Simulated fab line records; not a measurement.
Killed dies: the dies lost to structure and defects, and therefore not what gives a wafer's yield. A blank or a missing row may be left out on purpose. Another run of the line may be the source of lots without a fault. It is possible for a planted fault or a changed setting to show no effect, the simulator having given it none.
Matching of chambers | flow nand harc | NHARC_A_CHANNEL_FILL_D1_ALD_25 on ald hk-04 has 4 sister chambers
The step deposits SiOx, target thk 60 nm, pulse time 10 s, ald cycles 600. 8 wafers are shown with their chamber, then 6 later ones without.

## WAFERS, EACH WITH ITS CHAMBER
wafer  | chamber | heater power w (W) | precursor pulse height rel
L570.1 | 0       | 506                | 0.965
L572.2 | 3       | 503                | 0.996
L575.6 | 2       | 516                | 0.963
L581.2 | 1       | 382                | 0.989
L581.4 | 2       | 499                | 0.964
L583.2 | 3       | 530                | 0.997
L583.4 | 1       | 389                | 1.024
L583.5 | 0       | 507                | 1.016

## WAFERS WHOSE CHAMBER IS MISSING
wafer  | heater power w (W) | precursor pulse height rel
L586.4 | 522                | 1.025
L586.3 | 372                | 0.983
L586.1 | 516                | 0.998
L591.2 | 508                | 0.962
L591.4 | 520                | 0.982
L591.6 | 491                | 0.998

## WHICH CHAMBER EACH ONE RAN IN
wafer  | from the rows above          | in truth
L586.4 | can't be placed: 3 or 0 or 2 | 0
L586.3 | 1                            | 1
L586.1 | can't be placed: 3 or 0 or 2 | 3
L591.2 | can't be placed: 2 or 0 or 3 | 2
L591.4 | can't be placed: 3 or 0 or 2 | 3
L591.6 | can't be placed: 0 or 2 or 3 | 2
1 of 6 placed correctly. From these rows, 5 cannot be placed; in 5 the true chamber is one of the candidates. Wrongly placed: 0.
How it was worked out, from the rows above alone: a wafer's distance from a chamber is the root of the sum, over the readings, of the square of ((its reading less the chamber's mean) divided by the reading's scatter). The wafer belongs to the nearest chamber; if the next one is less than 2 further off, it can't be placed. For every chamber, the mean is computed from those of its wafers that are shown. The scatter is the square root of a quotient: the sum, over the shown wafers, of each reading's squared deviation from its chamber's mean, divided by wafers minus chambers.
